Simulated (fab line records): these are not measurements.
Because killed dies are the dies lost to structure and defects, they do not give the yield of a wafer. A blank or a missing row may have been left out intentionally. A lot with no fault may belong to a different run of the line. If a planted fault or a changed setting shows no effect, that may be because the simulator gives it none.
fab line records	flow n5Finfet
[record] lots = 5	wafers = 15	lastDay = 17
route steps=1938 shown BEOL_M4@1064 PASSIVATION@1936
lots that met no fault: taken from a fault-free run of the same line
startH: start of the lot's first displayed wafer, in hours after the record's first day	waitH: hours elapsed since this lot's preceding step	" same as the row above	L1.1+2: a row that stands for several wafers	- either no value or no given start	* or withheld: withheld	< > ~ a bound
route shown NAME@n: NAME is a module with steps in the file, n the number in the route of the first one	usual: mean/standard deviation of fault-free wafers	same: alike in all rows	chamber/n: place in a boat	sites: each site's reading	_std_site: the standard deviation of these	_edge_site: outer sites' mean less inner sites'	radiusMm: how far each site lies from the wafer's centre	mask NAME#n: copy n	behind: the most recent tool/chamber to have shaped the wafer	hold: why the lot went on hold/how many hours it stayed there/how the hold came to an end	device: the n, p or np transistor that did not switch	end of line: tests of these same wafers at the route's end	for a step that has no rows: nothing shown but its recipe	killed: dies lost to structure and defects at the first sort, not the wafer's yield	map: a wafer's dies, marking killed ones x, the rest . and places with no die _
set.NAME: the setting as run; set.NAME@STEP: as run at that earlier step	model.NAME: the simulator's own value behind a step, which no gauge read
lots at some steps of the route; a table a step, a row a wafer
services: from which hour (startH, from the record's first day; less than 0 if before it) a tool's chamber was out of use, for how many hours, and why
[[steps]]
[step N5_BEOL_M4_ETCH_70]
[recipe] chemistry = N2/H2	target = SOC	targetDepthA = 800	overetchA = 240	maskMaterial = SiARC	tempC = 40	timeS = 130	ionEnergyEv = 200	pressureMtorr = 30	sourceW = 840	biasW = 150	n2FlowSccm = 200	h2FlowSccm = 200
[step N5_BEOL_M4_STRIP_71]
[recipe] chemistry = N2/H2	tempC = 40	n2FlowSccm = 200	h2FlowSccm = 200	rfFrequencyHz = 6e+07
[step N5_BEOL_M4_STRIP_78]
[recipe] chemistry = N2/H2	tempC = 40	n2FlowSccm = 200	h2FlowSccm = 200	rfFrequencyHz = 6e+07
[step N5_BEOL_M4_VIA_ETCH_34]
[recipe] chemistry = C4F6/O2	targetDepthA = 694	maskMaterial = SOC	pressureMtorr = 15	ionEnergyEv = 250	taperDeg = 4	timeS = 65.9	sourceW = 350	biasW = 170	Ar_flow_sccm = 300	C4F6_flow_sccm = 10	O2_flow_sccm = 10
[usual] drypumpMotorCurrentA = 5.6/0.43	oesProductAu = 0.80/0.079	rfFwdPowerW = 346.9/1.5	rfVppV = 663/12	showerheadPlenumPTorr = 2.85/0.089	throttleValvePct = 30.62/0.26
lot.wafer	tool	chamber	startH	waitH	drypumpMotorCurrentA	oesProductAu	rfFwdPowerW	rfHoursCounterH	rfVppV	showerheadPlenumPTorr	throttleValvePct
L900.3	rieDiel-02	0	160.93	0.0	5.4	0.79	347.5	109	666	2.86	30.53
L900.5	"	3	"	"	5.5	0.88	348.2	-	645	2.80	30.87
L900.6	"	0	"	"	5.4	0.78	348.9	-	665	2.86	30.53
L902.1	rieDiel-05	3	179.89	0.0	5.7	0.71	346.5	208	685	2.82	30.58
L902.2	"	0	"	"	5.6	0.87	345.6	51	669	2.97	30.25
L902.4	"	0	"	"	5.6	0.86	344.9	-	668	2.97	30.25
L908.1	rieDiel-05	3	216.63	0.0	5.7	0.70	346.6	220	686	2.81	30.60
L908.2	"	2	"	"	5.8	0.69	351.2	209	657	2.93	30.16
L908.4	"	1	"	"	5.4	0.95	347.0	10	664	2.79	30.72
L917.3	rieDiel-02	0	278.98	0.0	5.4	0.75	345.6	148	665	2.85	30.58
L917.5	"	0	"	"	5.4	0.76	346.2	-	665	2.85	30.58
L917.6	"	1	"	"	5.4	0.86	351.4	-	680	2.90	30.92
L919.1	rieDiel-04	0	283.82	0.0	5.9	0.72	344.8	210	664	2.81	30.49
L919.5	"	0	"	"	5.9	0.71	344.0	-	666	2.81	30.48
L919.6	"	3	"	"	5.0	0.85	348.1	-	667	3.00	30.72
[step N5_BEOL_M4_STRIP_83]
[recipe] chemistry = C4F6/O2	resist = SiARC	rfFrequencyHz = 6e+07
[step N5_BEOL_M4_STRIP_36]
[recipe] chemistry = N2/H2	powerW = 450	tempC = 40	pressureMtorr = 20	rfFrequencyHz = 6e+07	overashFraction = 0.3	biasPowerW = 7	h2Frac = 0.5	n2FlowSccm = 200	h2FlowSccm = 200
[step N5_BEOL_M4_TRENCH_ETCH_37]
[recipe] chemistry = C4F6/O2	targetDepthA = 555.55	target = SiOC	timeS = 29.2	ionEnergyEv = 250	pressureMtorr = 30	sourceW = 355	biasW = 185	Ar_flow_sccm = 300	C4F6_flow_sccm = 10	O2_flow_sccm = 10
[usual] drypumpMotorCurrentA = 5.6/0.42	oesProductAu = 0.80/0.08	rfFwdPowerW = 349.9/2	rfVppV = 663/12	showerheadPlenumPTorr = 2.85/0.089	throttleValvePct = 20.73/0.19
lot.wafer	tool	chamber	startH	waitH	drypumpMotorCurrentA	oesProductAu	rfFwdPowerW	rfHoursCounterH	rfVppV	showerheadPlenumPTorr	throttleValvePct
L900.3	rieDiel-02	0	-	-	5.4	0.79	350.8	109	665	2.87	20.62
L900.5	"	3	"	"	5.5	0.88	350.9	-	643	2.80	20.94
L900.6	"	0	"	"	5.4	0.78	348.6	-	666	2.87	20.63
L902.1	rieDiel-05	3	-	-	5.7	0.71	352.0	208	685	2.82	20.74
L902.2	"	0	"	"	5.6	0.86	348.1	51	668	2.97	20.55
L902.4	"	0	"	"	5.6	0.86	347.8	-	669	2.97	20.55
L908.1	rieDiel-05	3	-	-	5.7	0.70	351.0	220	687	2.82	20.75
L908.2	"	2	"	"	5.8	0.70	353.2	209	657	2.93	20.47
L908.4	"	1	"	"	5.4	0.96	352.2	10	666	2.79	20.71
L917.3	rieDiel-02	0	-	-	5.4	0.76	350.6	148	664	2.85	20.68
L917.5	"	0	"	"	5.4	0.76	350.4	-	664	2.85	20.68
L917.6	"	1	"	"	5.4	0.86	351.1	-	680	2.90	20.92
L919.1	rieDiel-04	0	-	-	5.9	0.72	347.2	210	664	2.82	20.72
L919.5	"	0	"	"	5.9	0.72	346.2	-	666	2.81	20.74
L919.6	"	3	"	"	5.0	0.84	351.4	-	666	3.01	20.72
[step N5_BEOL_M4_ETCH_41]
[recipe] chemistry = CH3F/O2	target = SiCN	targetDepthA = 299	taperDeg = 2	timeS = 52.5	ionEnergyEv = 120	maskMaterial = TiN	pressureMtorr = 30	sourceW = 395	biasW = 75	Ar_flow_sccm = 150	CH3F_flow_sccm = 30	O2_flow_sccm = 20
[step N5_BEOL_M4_STRIP_97]
[recipe] chemistry = N2/H2	timeS = 10	powerW = 450	tempC = 40	pressureMtorr = 20	rfFrequencyHz = 6e+07	biasPowerW = 7	n2FlowSccm = 200	h2FlowSccm = 200
[step N5_BEOL_M4_OCD_MEAS_38]
[usual] trenchDepthNm = 55.4/0.91
lot.wafer	tool	chamber	startH	waitH	trenchDepthNm
L900.3	ocd-01	-	161.19	-	55.0
L900.5	"	-	"	"	54.4
L900.6	"	-	"	"	54.9
L902.1	ocd-01	-	180.15	-	55.2
L902.2	"	-	"	"	55.4
L902.4	"	-	"	"	55.7
L908.1	ocd-01	-	216.88	-	54.2
L908.2	"	-	"	"	55.3
L908.4	"	-	"	"	57.2
L917.3	ocd-01	-	279.23	-	55.1
L917.5	"	-	"	"	54.9
L917.6	"	-	"	"	57.0
L919.1	ocd-02	-	284.08	-	54.6
L919.5	"	-	"	"	54.9
L919.6	"	-	"	"	55.4
[step N5_BEOL_M4_HM_STRIP_39]
[recipe] chemistry = peroxideTinStrip	material = TiN	targetDepthA = 250	tempC = 50	timeS = 158
[step N5_BEOL_M4_SRD_40]
[recipe] timeS = 30	tempC = 23	rinseLiquid = diw	dry = ipaMarangoni
[step N5_BEOL_M4_PRECLEAN_42]
[recipe] chemistry = residueRemover	timeS = 60	tempC = 40
lot.wafer	tool	chamber	startH	waitH
L900.3+5+6	wetBench-04	4,3,5	161.28	0.0
L902.1+2+4	wetBench-02	5,3,1	180.25	0.0
L908.1+2+4	wetBench-04	2,0,7	216.98	0.0
L917.3+5+6	wetBench-03	4,3,1	279.33	0.0
L919.1+5+6	wetBench-02	4,2,5	284.18	0.0
[step N5_BEOL_M4_SRD_43]
[recipe] timeS = 30	tempC = 23	rinseLiquid = diw	dry = ipaMarangoni
[step N5_BEOL_M4_CD_MEAS_35]
[recipe] targetCdNm = 18	targetCdYNm = 22.4	polarity = opening
[usual] cdNm = 18.1/0.36
lot.wafer	tool	chamber	startH	waitH	cdNm
L900.3	cdSem-03	-	161.34	0.0	18.4
L900.5	"	-	"	"	18.1
L900.6	"	-	"	"	17.7
L902.1	cdSem-01	-	180.31	0.0	17.4
L902.2	"	-	"	"	18.0
L902.4	"	-	"	"	17.8
L908.1	cdSem-02	-	217.03	0.0	18.4
L908.2	"	-	"	"	17.8
L908.4	"	-	"	"	18.2
L917.3	cdSem-03	-	279.38	0.0	18.0
L917.5	"	-	"	"	18.1
L917.6	"	-	"	"	17.5
L919.1	cdSem-01	-	284.24	0.0	18.0
L919.5	"	-	"	"	18.3
L919.6	"	-	"	"	18.1
[step N5_BEOL_M4_DEGAS_44]
[recipe] ambient = vacuum	tempC = 250	timeS = 60
[step N5_BEOL_M4_PRE_CLEAN_45]
[recipe] gas = H2/He	timeS = 30	tempC = 250
[step N5_BEOL_M4_ALD_84]
[recipe] material = TaN	targetThkA = *	tempC = 275	aldPrecursorFamily = PDMAT	aldCoReactant = NH3	pressureTorr = 3	carrierFlowSccm = 1500	pulseTimeS = 2	purgeTimeS = 3	coReactantPurgeTimeS = 2	coReactantPulseTimeS = 3	aldCycles = 30	precursorVesselTempC = 75	precursorVesselPressureTorr = 26.25	precursorVesselCarrierSccm = 1000
[step N5_BEOL_M4_SURFACE_TREAT_85]
[recipe] gas = Ar	timeS = *	ionEnergyEv = *	ionCurrentMaCm2 = 0.5	pressureMtorr = *	arFlowSccm = 30
[step N5_BEOL_M4_CVD_47]
[recipe] material = Co	targetThkA = 30	tempC = withheld	precursor = CCTBA/H2	pressureTorr = 30	timeS = 223.8
[step N5_BEOL_M4_SPUTTER_48]
[recipe] material = Cu	targetThkA = 45	tempC = -20	chamberPressurePa = 0.07	powerW = withheld	timeS = 8.29
[usual] throttleValvePct = 29.3/1.1
lot.wafer	tool	chamber	startH	waitH	throttleValvePct
L900.3	pvdSputter-03	-	162.73	0.2	28.6
L900.5	"	-	"	"	28.8
L900.6	"	-	"	"	29.0
L902.1	pvdSputter-01	-	181.29	0.1	30.8
L902.2	"	-	"	"	27.9
L902.4	"	-	"	"	27.8
L908.1	pvdSputter-02	-	218.33	0.2	30.4
L908.2	"	-	"	"	30.3
L908.4	"	-	"	"	31.2
L917.3	pvdSputter-02	-	281.70	0.1	29.9
L917.5	"	-	"	"	30.1
L917.6	"	-	"	"	29.3
L919.1	pvdSputter-03	-	284.91	0.1	28.7
L919.5	"	-	"	"	28.8
L919.6	"	-	"	"	30.7
[step N5_BEOL_M4_ANNEAL_49]
[recipe] tempC = 400	timeS = 240	ambient = vacuum
[step N5_BEOL_M4_SPUTTER_79]
[recipe] material = Cu	targetThkA = 45	tempC = -20	chamberPressurePa = 0.07	powerW = withheld	timeS = 8.29
[usual] throttleValvePct = 29.3/1.1
lot.wafer	tool	chamber	startH	waitH	throttleValvePct
L900.3	pvdSputter-03	-	162.95	0.1	28.7
L900.5	"	-	"	"	28.5
L900.6	"	-	"	"	28.7
L902.1	pvdSputter-01	-	181.51	0.1	30.5
L902.2	"	-	"	"	27.7
L902.4	"	-	"	"	27.6
L908.1	pvdSputter-02	-	218.55	0.1	30.6
L908.2	"	-	"	"	30.3
L908.4	"	-	"	"	30.9
L917.3	pvdSputter-02	-	281.92	0.1	30.4
L917.5	"	-	"	"	30.0
L917.6	"	-	"	"	29.0
L919.1	pvdSputter-03	-	285.13	0.1	28.6
L919.5	"	-	"	"	28.7
L919.6	"	-	"	"	31.0
[step N5_BEOL_M4_ANNEAL_80]
[recipe] tempC = 400	timeS = 240	ambient = vacuum
[step N5_BEOL_M4_SPUTTER_81]
[recipe] material = Cu	targetThkA = 45	tempC = -20	chamberPressurePa = 0.07	powerW = withheld	timeS = 8.29
[step N5_BEOL_M4_ANNEAL_82]
[recipe] tempC = 400	timeS = 240	ambient = vacuum
[step N5_BEOL_M4_SPUTTER_86]
[recipe] material = Cu	targetThkA = 45	tempC = -20	chamberPressurePa = 0.07	powerW = withheld	timeS = 8.29
[step N5_BEOL_M4_ANNEAL_87]
[recipe] tempC = 400	timeS = 240	ambient = vacuum
[step N5_BEOL_M4_SPUTTER_88]
[recipe] material = Cu	targetThkA = 45	tempC = -20	chamberPressurePa = 0.07	powerW = withheld	timeS = 8.29
[step N5_BEOL_M4_ANNEAL_89]
[recipe] tempC = 400	timeS = 240	ambient = vacuum
[step N5_BEOL_M4_SPUTTER_90]
[recipe] material = Cu	targetThkA = 45	tempC = -20	chamberPressurePa = 0.07	powerW = withheld	timeS = 8.29
[step N5_BEOL_M4_ANNEAL_91]
[recipe] tempC = 400	timeS = 240	ambient = vacuum
[step N5_BEOL_M4_SPUTTER_92]
[recipe] material = Cu	targetThkA = 45	tempC = -20	chamberPressurePa = 0.07	powerW = withheld	timeS = 8.29
[step N5_BEOL_M4_ANNEAL_93]
[recipe] tempC = 400	timeS = 240	ambient = vacuum
[step N5_BEOL_M4_SPUTTER_94]
[recipe] material = Cu	targetThkA = 45	tempC = -20	chamberPressurePa = 0.07	powerW = withheld	timeS = 8.29
[step N5_BEOL_M4_ANNEAL_95]
[recipe] tempC = 400	timeS = 240	ambient = vacuum
[step N5_BEOL_M4_SPUTTER_96]
[recipe] material = Cu	targetThkA = 45	tempC = -20	chamberPressurePa = 0.07	powerW = withheld	timeS = 8.29
[step N5_BEOL_M4_ECD_50]
[recipe] material = Cu	targetThkA = 3000
[step N5_BEOL_M4_ANNEAL_51]
[recipe] tempC = 225	timeS = 90	ambient = N2
[step N5_BEOL_M4_CMP_52]
[recipe] stopOn = SiOC	tOverpolishS = 6.8	downForcePsi = 1	platenRpm = 50	clearingPlatenDownForcePsi = 1.5	clearingPlatenRpm = 50	postCmpClean = cuAlkaline	targetThkNm = 40	clearingPlatenPadVelocityMS = 0.99484	padVelocityMS = 0.99484
[step N5_BEOL_M4_THK_MEAS_53]
[recipe] thkMeasGauge = xrf	reads = Cu_of_BEOL_M4_ECD_50
[usual] M4_THK = 40.4/1.4
lot.wafer	tool	chamber	startH	waitH	M4_THK[nm]
L900.3	filmMetro-02	-	165.27	-	39.8
L900.5	"	-	"	"	39.5
L900.6	"	-	"	"	38.2
L902.1	filmMetro-02	-	188.02	-	41.4
L902.2	"	-	"	"	37.6
L902.4	"	-	"	"	41.5
L908.1	filmMetro-02	-	221.80	-	40.4
L908.2	"	-	"	"	40.4
L908.4	"	-	"	"	42.0
L917.3	filmMetro-01	-	284.36	-	41.9
L917.5	"	-	"	"	42.1
L917.6	"	-	"	"	42.3
L919.1	filmMetro-02	-	287.47	-	38.7
L919.5	"	-	"	"	39.1
L919.6	"	-	"	"	39.8
[step N5_BEOL_M4_PRE_CLEAN_60]
[recipe] gas = NH3/H2	timeS = 15	tempC = *	rfPowerW = 300
[usual] heaterPowerW = 83/13	rfFwdPowerW = 296.3/1.2
lot.wafer	tool	chamber	startH	waitH	heaterPowerW	rfFwdPowerW
L900.3	cvdCo-02	2	165.32	0.0	99	296.3
L900.5	"	1	"	"	72	296.4
L900.6	"	0	"	"	81	298.2
L902.1	cvdCo-02	1	188.06	0.0	73	296.5
L902.2	"	2	"	"	97	296.0
L902.4	"	1	"	"	72	297.2
L908.1	cvdCo-02	1	221.84	0.0	73	296.4
L908.2	"	0	"	"	82	298.2
L908.4	"	0	"	"	83	297.7
L917.3	cvdCo-01	0	284.63	0.3	70	295.8
L917.5	"	0	"	"	67	295.0
L917.6	"	1	"	"	102	294.9
L919.1	cvdCo-02	2	287.51	0.0	103	296.0
L919.5	"	1	"	"	71	295.0
L919.6	"	2	"	"	101	293.9
[step N5_PASSIVATION_PROBE_49]
[usual] defectLimitedYield = 91.0/1.5	killed_at_M0_to_M3 = 34/9.1	killed_at_M4_up = 14/5.7	killedAtContacts = 13/5.7	killedAtFrontEnd = 42/12	killedAtOther = 4/3.4	killedDies = 106/17	killedOnRim = 14/4.3	killedOpen = 70/13	killedShort = 34/7.5	sort_bin_5_function = 5.2/0.94	sort_bin_6_memory = 3.4/0.69	sort_bin_8_speed = 0.00/0.029	sortNPass = 1074/17	sortYieldPct = 91.0/1.5
[same] grossDies = 1180	killedAtBackSide = 0	sort_bin_4_leakage[%] = 0
lot.wafer	tool	chamber	startH	waitH	defectLimitedYield[%]	killed_at_M0_to_M3	killed_at_M4_up	killedAtContacts	killedAtFrontEnd	killedAtOther	killedDies	killedOnRim	killedOpen	killedShort	sort_bin_5_function[%]	sort_bin_6_memory[%]	sort_bin_8_speed[%]	sortNPass	sortYieldPct[%]
L900.3	prober-02	-	270.20	0.1	92.2	33	11	9	39	0	92	12	63	28	4.4	3.0	0	1088	92.2
L900.5	prober-02	-	270.30	0.2	91.3	39	12	17	33	2	103	16	63	40	4.9	3.2	0	1077	91.3
L900.6	prober-02	-	270.35	0.3	93.4	29	12	3	33	1	78	11	45	33	4.1	2.5	0	1102	93.4
L902.1	prober-02	-	294.96	0.0	90.6	39	12	8	50	2	111	13	60	51	5.3	3.6	0	1069	90.6
L902.4	prober-02	-	295.11	0.2	89.6	38	19	16	45	5	123	15	75	48	6.9	3.3	0	1057	89.6
L908.1	prober-02	-	333.54	0.0	93.0	31	15	8	23	6	83	6	50	28	4.0	2.5	0	1097	93.0
L908.2	prober-02	-	333.59	0.1	90.8	40	17	20	23	8	108	14	65	42	5.3	3.5	0	1072	90.8
L908.4	prober-02	-	333.69	0.2	84.0	25	126	7	28	3	189	27	56	21	10.5	3.1	0	991	84.0
L917.3	prober-01	-	391.80	0.1	86.5	44	31	5	73	6	159	29	105	49	7.3	5.5	0	1021	86.5
L917.5	prober-01	-	391.90	0.2	92.7	19	14	9	37	7	86	10	61	24	3.9	3.1	0	1094	92.7
// killed by level:class
L900.3 FIN_SAQP:geometricParticle:open=13 BEOL_M0_SAQP:geometricParticle:open=9 FIN_SAQP:geometricParticle:short=8 BEOL_M1:geometricParticle:open=8 BEOL_M3:geometricParticle:open=8 MOL_CONTACT_COAG:geometricParticle:open=7 BEOL_M0_SAQP:geometricParticle:short=4 BEOL_M4:geometricParticle:short=4
L900.5 MOL_CONTACT_COAG:geometricParticle:open=15 BEOL_M0_SAQP:geometricParticle:short=13 BEOL_M0_SAQP:geometricParticle:open=10 FIN_SAQP:geometricParticle:short=7 STI_FIN_REVEAL:geometricParticle:open=5 BEOL_M1:geometricParticle:open=5 BEOL_M4:geometricParticle:open=4 STARTING-WAFER:geometricParticle:short=4
L900.6 FIN_SAQP:geometricParticle:short=14 BEOL_M1:geometricParticle:open=10 BEOL_M0_SAQP:geometricParticle:short=7 BEOL_M4:geometricParticle:open=6 STI_FIN_REVEAL:geometricParticle:open=4 DUMMY_GATE:geometricParticle:open=4 GATE_CUT:geometricParticle:short=4 BEOL_M2:geometricParticle:open=4
L902.1 BEOL_M0_SAQP:geometricParticle:short=13 FIN_SAQP:geometricParticle:short=11 BEOL_M0_SAQP:geometricParticle:open=10 BEOL_M4:geometricParticle:open=9 GATE_CUT:geometricParticle:short=8 FIN_SAQP:geometricParticle:open=6 GATE_CUT:geometricParticle:open=6 MOL_CONTACT_COAG:geometricParticle:open=6
L902.4 BEOL_M0_SAQP:geometricParticle:open=13 MOL_CONTACT_COAG:geometricParticle:open=13 BEOL_M0_SAQP:geometricParticle:short=11 FIN_SAQP:geometricParticle:short=9 BEOL_M5:geometricParticle:open=8 FIN_SAQP:geometricParticle:open=7 GATE_CUT:geometricParticle:open=7 SPACER0:geometricParticle:open=5
L908.1 BEOL_M4:geometricParticle:open=8 BEOL_M3:geometricParticle:open=8 MOL_CONTACT_COAG:geometricParticle:open=6 BEOL_M0_SAQP:geometricParticle:short=6 BEOL_M0_SAQP:geometricParticle:open=4 BEOL_M0:geometricParticle:open=4 BEOL_M1:geometricParticle:open=4 HKMG_FIN:areaEtch=4
L908.2 MOL_CONTACT_COAG:geometricParticle:open=15 BEOL_M0_SAQP:geometricParticle:open=9 BEOL_M4:geometricParticle:open=9 BEOL_M0_SAQP:geometricParticle:short=8 MOL_CONTACT_COAG:geometricParticle:short=5 BEOL_M0:geometricParticle:open=5 BEOL_M3:geometricParticle:open=5 BEOL_M0:geometricParticle:short=4
L908.4 BEOL_M4:unspecified=110 DUMMY_GATE:geometricParticle:open=8 MOL_CONTACT_COAG:geometricParticle:open=6 BEOL_M0_SAQP:geometricParticle:open=6 BEOL_M4:geometricParticle:open=6 FIN_SAQP:geometricParticle:short=5 BEOL_M0_SAQP:geometricParticle:short=4 BEOL_M2:geometricParticle:open=4
L917.3 FIN_SAQP:geometricParticle:open=19 BEOL_M4:geometricParticle:open=16 FIN_SAQP:geometricParticle:short=14 DUMMY_GATE:geometricParticle:open=11 BEOL_M0_SAQP:geometricParticle:open=11 BEOL_M0:geometricParticle:open=9 BEOL_M0:geometricParticle:short=8 BEOL_M5:geometricParticle:open=7
L917.5 STI_FIN_REVEAL:geometricParticle:open=9 BEOL_M4:geometricParticle:open=9 FIN_SAQP:geometricParticle:open=8 MOL_CONTACT_COAG:geometricParticle:open=7 DUMMY_GATE:geometricParticle:open=6 DUMMY_GATE:geometricParticle:short=3 BEOL_M1:geometricParticle:open=3 BEOL_M2:geometricParticle:open=3
// map L908.4 (x killed, . not)
_________________..........x.________________
______________..........x......x_____________
___________..............xx.xx.xxxx__________
__________.......x.............xxxxx_________
________...................x.xxxxxxxxx_______
_______.......x.x........xx.xxxxxxxxxxx______
______.........x......x....xxxxxxxxxxxxx_____
_____..................x....x.xxxxxxxxxxx____
____...xx..........x.......xxxxxxxxxxxxxxx___
___x........................xxxxxxxxxxxx.x.__
___..........................xxxxxxxxxxx...__
__............................xxxxxx.xxx..x._
__....x....x....................xx.x.x......_
_..........................x......xx.........
_..........................x..............x..
_......x.........x.........................x.
_..................x.x....x...........x.x....
_..x.......x.....x.........x...x........x....
_..............x..x.x..............x.........
_...............x............x...............
_........x...................x.x....x........
__....x......x.....x..............x....x...._
__.........................................._
___.............x...x..................x...__
___.......................x................__
____..........x.............x.............___
_____.x..............x.............x.....____
______....x.....x...............x......._____
_______.x.....x...................x....______
________.........x.x..........x......._______
__________........x......x....x....._________
___________.....x..x...............__________
______________.................._____________
_________________x...xx......________________
// map L900.5 (x killed, . not)
_________________..x.......x.________________
______________...x.x............_____________
___________..................x.....__________
__________.x...............x........_________
________.............................._______
_______............x...................______
______....x......x....x......x........x._____
_____.........x..........................____
____................x..xx...........x...x.___
___..x.....................................__
___............x.......x.............x.....__
__..........................x..............._
__.....xx..........x...........x....x.x....._
_.........x...x................x...xx........
_...............x.....x..x..x......x.........
_x...x..............x................xx......
_x....x..............x...x..........x........
_....x.x...xx......x..x.................x....
_...................................x.x......
_...........................x................
_.x.......x.x..............................x.
__.........................................._
__.x......x....x......x..................x.._
___.........x..........x...............x...__
___.x........x.x........x..................__
____...........x.............x............___
_____.......xx.......x....xx...x......x..____
______.x................x.......x.x....._____
_______.....x...........x..............______
________....x...x..............x......_______
__________..............xx.........._________
___________....xx.x............x.x.__________
______________......x..........._____________
_________________....x.......________________
[[services]]
tool	chamber	startH	hours	kind
rieDiel-02	1	143.12	-	clean
rieDiel-02	1	143.12	-	consumableReplace:focusRing
rieDiel-02	1	143.12	20.1	scheduledDown
rieDiel-02	1	143.12	20.1	ventCycle
rieDiel-04	1	144.24	-	clean
rieDiel-04	1	144.24	-	consumableReplace:focusRing
rieDiel-04	1	144.24	17.1	scheduledDown
rieDiel-04	1	144.24	17.1	ventCycle
rieDiel-05	1	153.82	-	clean
rieDiel-05	1	153.82	-	consumableReplace:focusRing
rieDiel-05	1	153.82	20.4	scheduledDown
rieDiel-05	1	153.82	20.4	ventCycle
rieDiel-05	3	207.52	3.0	repair
cvdCo-01	-	215.00	1.1	repair
rieDiel-04	2	266.00	8.9	repair
cvdCo-02	-	281.28	3.8	pm
[[key]]
[firstSign] step = N5_PASSIVATION_PROBE_49	reading = killed_at_M4_up	direction = up	sigmas = 20	usual = 14	struck = 126
[effect] step = N5_PASSIVATION_PROBE_49	reading = killedDies	direction = up	sigmas = 4.8	usual = 106	struck = 189
[moreKillsBornAt] N5_BEOL_M4_PRECLEAN_42@wetBench-04 = 110
metAt N5_BEOL_M4_PRECLEAN_42
struckWafers L908.4
[fault] kind = chamberParticleSource	tool = wetBench-04	chamber = 7	onsetH = 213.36	steps = N5_BEOL_M4_PRECLEAN_42	ratePerVisitCm2 = 0.97601	endH = 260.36
